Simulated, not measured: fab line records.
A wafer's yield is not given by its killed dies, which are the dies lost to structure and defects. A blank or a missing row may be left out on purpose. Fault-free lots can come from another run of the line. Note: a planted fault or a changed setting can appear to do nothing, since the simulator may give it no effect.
Which tool did it?    flow nand-harc    12 lots with 36 wafers sampled at 5 steps, on a route of 1302 steps

## WHAT THE GAUGES SHOWED, per wafer
NHARC_A_CONTACT_OVL_MEAS_70. Usual: overlay-x-nm 0.2 nm, standard deviation 0.86; overlay-y-nm -0.1 nm, standard deviation 0.9.
lot   measured      on          overlay-x-nm (nm)  overlay-y-nm (nm)  flag
L302  day 21 19:29  overlay-01  0.0 0.4 0.5        0.2 -0.1 0.0       
L306  day 22 15:14  overlay-01  0.0 0.4 0.6        -0.2 -0.3 -0.2     
L304  day 23 16:48  overlay-02  1.7 1.0 1.5        -1.8 -1.5 -1.6     
L308  day 23 23:03  overlay-01  -0.5 -0.5 -0.1     0.7 1.0 1.1        
L311  day 26 00:40  overlay-02  -0.3 0.0 -0.3      -0.9 -0.8 -0.8     
L312  day 26 05:41  overlay-02  -2.0 -1.1 -1.0     0.4 0.5 0.8        
L313  day 26 06:08  overlay-02  -0.9 -0.7 -0.8     -1.9 -1.9 -2.2     
L314  day 27 05:09  overlay-01  0.8 1.3 0.6        -1.1 -0.5 -0.8     
L315  day 27 05:38  overlay-01  -0.5 -0.9 -0.7     0.1 0.6 0.4        
L316  day 28 05:25  overlay-02  0.3 0.4 0.0        0.3 0.7 0.7        
L324  day 30 19:21  overlay-01  0.9 0.9 0.5        1.5 1.6 1.5        
L325  day 31 09:49  overlay-01  1.0 0.6 1.2        0.3 0.0 0.0        

NHARC_END_SORT_01. Usual: killed-at-array 52, standard deviation 16; killed-at-other 0.8, standard deviation 1.1; killed-at-periphery 4.2, standard deviation 2.5; killed-dies 57, standard deviation 16; killed-open 3.4, standard deviation 2; killed-short 2.6, standard deviation 1.6.
lot   measured      on         killed-at-array  killed-at-other  killed-at-periphery  killed-dies  killed-open  killed-short  flag
L315  day 29 19:32  prober-01  48 671 48        1 0 0            3 6 3                52 677 51    5 3 1        5 1 1         OFF
L316  day 30 13:50  prober-01  46 31 675        2 0 0            2 2 2                50 33 677    1 1 4        3 5 0         OFF

## WHICH TOOL RAN EACH LOT (tool, then ch and the chambers of the sampled wafers, then the start)
lot   NHARC_A_CONTACT_ETCH_77             NHARC_A_CONTACT_ETCH_127              NHARC_A_CONTACT_ETCH_129
L302  rie-diel-12 ch 0,3, day 21 20:07    har-cap-etch-03 ch 0,1, day 21 21:55  har-cap-etch-03 ch 0,1, day 21 22:23
L306  rie-diel-12 ch 0,1,2, day 22 15:52  har-cap-etch-02 ch 0,1, day 22 17:26  har-cap-etch-02 ch 0,1, day 22 17:47
L304  rie-diel-04 ch 0,3, day 23 17:44    har-cap-etch-02 ch 0,1, day 23 19:56  har-cap-etch-02 ch 0,1, day 23 20:17
L308  rie-diel-04 ch 1,3, day 23 23:40    har-cap-etch-03 ch 0,1, day 24 01:14  har-cap-etch-03 ch 0,1, day 24 01:35
L311  rie-diel-12 ch 0,1, day 26 01:18    har-cap-etch-03 ch 0,1, day 26 02:54  har-cap-etch-03 ch 0,1, day 26 03:15
L312  rie-diel-04 ch 0,2, day 26 06:24    har-cap-etch-02 ch 0,1, day 26 08:08  har-cap-etch-02 ch 0,1, day 26 08:37
L313  rie-diel-04 ch 0,1,2, day 26 07:25  har-cap-etch-01 ch 0,1, day 26 08:59  har-cap-etch-01 ch 0,1, day 26 09:20
L314  rie-diel-04 ch 2,3, day 27 05:47    har-cap-etch-01 ch 0,1, day 27 07:22  har-cap-etch-01 ch 0,1, day 27 07:43
L315  rie-diel-04 ch 0,2,3, day 27 06:49  har-cap-etch-02 ch 0,1, day 27 08:23  har-cap-etch-02 ch 0,1, day 27 08:44
L316  rie-diel-04 ch 0,1,2, day 28 06:02  har-cap-etch-01 ch 0,1, day 28 07:40  har-cap-etch-01 ch 0,1, day 28 08:01
L324  rie-diel-13 ch 1,2, day 30 19:58    har-cap-etch-02 ch 0,1, day 30 21:34  har-cap-etch-02 ch 0,1, day 30 21:55
L325  rie-diel-13 ch 0,1, day 31 10:26    har-cap-etch-03 ch 0,1, day 31 12:01  har-cap-etch-03 ch 0,1, day 31 12:22
- NHARC_A_CONTACT_ETCH_77: etches the open film in CF4/CHF3, target depth 108.9 nm, time 54.5 s.
- NHARC_A_CONTACT_ETCH_127: etches the open film in C4F8/O2/Ar, time 197 s, target depth 1918 nm.
- NHARC_A_CONTACT_ETCH_129: etches the open film in C4F8/O2/Ar, time 197 s, target depth 1918 nm.

## AS READ BY THE TOOLS THEMSELVES (means over the sampled wafers that have a number; for cases with no such wafer, the mark the record gives instead)
NHARC_A_CONTACT_ETCH_77. Usual: drypump-motor-current-A 5.8 A (standard deviation 0.69); mfc-ar-sccm 0.008 sccm (standard deviation 0.0072); oes-product-au 0.938 a.u. (standard deviation 0.018); rf-vpp-V 371.1 V (standard deviation 2.5); run-length-s 76.0 s (standard deviation 0.32); showerhead-plenum-p-Torr 1.59 Torr (standard deviation 0.073); throttle-valve-pct 16.802 % (standard deviation 0.009).
lot   tool         drypump-motor-current-A (A)  mfc-ar-sccm (sccm)  oes-product-au (a.u.)  rf-vpp-V (V)  run-length-s (s)  showerhead-plenum-p-Torr (Torr)  throttle-valve-pct (%)  flag
L302  rie-diel-12  5.9                          0.016               0.965                  373.5         75.5              1.67                             16.796                  
L306  rie-diel-12  5.4                          0.007               0.960                  371.3         75.8              1.58                             16.811                  
L304  rie-diel-04  6.6                          0.007               0.962                  373.0         76.0              1.66                             16.794                  
L308  rie-diel-04  5.5                          0.000               0.974                  371.0         76.2              1.57                             16.796                  
L311  rie-diel-12  4.9                          0.008               0.922                  372.5         75.9              1.64                             16.806                  
L312  rie-diel-04  6.1                          0.011               0.924                  373.7         76.1              1.65                             16.805                  
L313  rie-diel-04  5.9                          0.007               0.932                  372.2         76.3              1.63                             16.798                  
L314  rie-diel-04  5.9                          0.007               0.928                  371.8         75.9              1.61                             16.804                  
L315  rie-diel-04  6.3                          0.007               0.934                  372.0         70.7              1.64                             16.802                  OFF
L316  rie-diel-04  5.9                          0.007               0.930                  372.6         71.1              1.62                             16.798                  OFF
L324  rie-diel-13  5.4                          0.014               0.973                  369.2         76.0              1.51                             16.807                  
L325  rie-diel-13  6.0                          0.011               0.925                  367.8         76.0              1.49                             16.805                  

## THE ANSWER, worked out from the rows above alone
Rule: a lot is off if the mean of its wafers that have a number lies more than 3 standard deviations from the usual mean. A lot without any number at a reading at which 4 lots or more have one is off too. The other lots that the step has rows for count as sound. After the gauges, taken in route order, come the tools' own readings; for these a lot's mean is taken, as printed above. At the first step where some lot is off, the reading lying furthest off is the one used; lots without a number count as furthest.
Off at NHARC_END_SORT_01 (killed-at-array): L315, L316. Neither off nor sound, because the step has no rows for them: L302, L306, L304, L308, L311, L312, L313, L314, L324, L325.
A tool fits if, at a process step before that reading, it ran every lot that is off, and no sound lot after the first of them. Not tried: the gauges at NHARC_END_SORT_01; whatever is off there is also off at NHARC_A_CONTACT_ETCH_77, on other tools, and gauge error can't account for it. One candidate fits, namely rie-diel-04 at NHARC_A_CONTACT_ETCH_77. It ran no sound lot before its first lot that is off in this sample, so the start can't be narrowed down.

## WHAT HAD BEEN PUT IN BY THE SIMULATOR
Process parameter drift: rie-diel-04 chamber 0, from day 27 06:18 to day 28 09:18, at NHARC_A_CONTACT_ETCH_77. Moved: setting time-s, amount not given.
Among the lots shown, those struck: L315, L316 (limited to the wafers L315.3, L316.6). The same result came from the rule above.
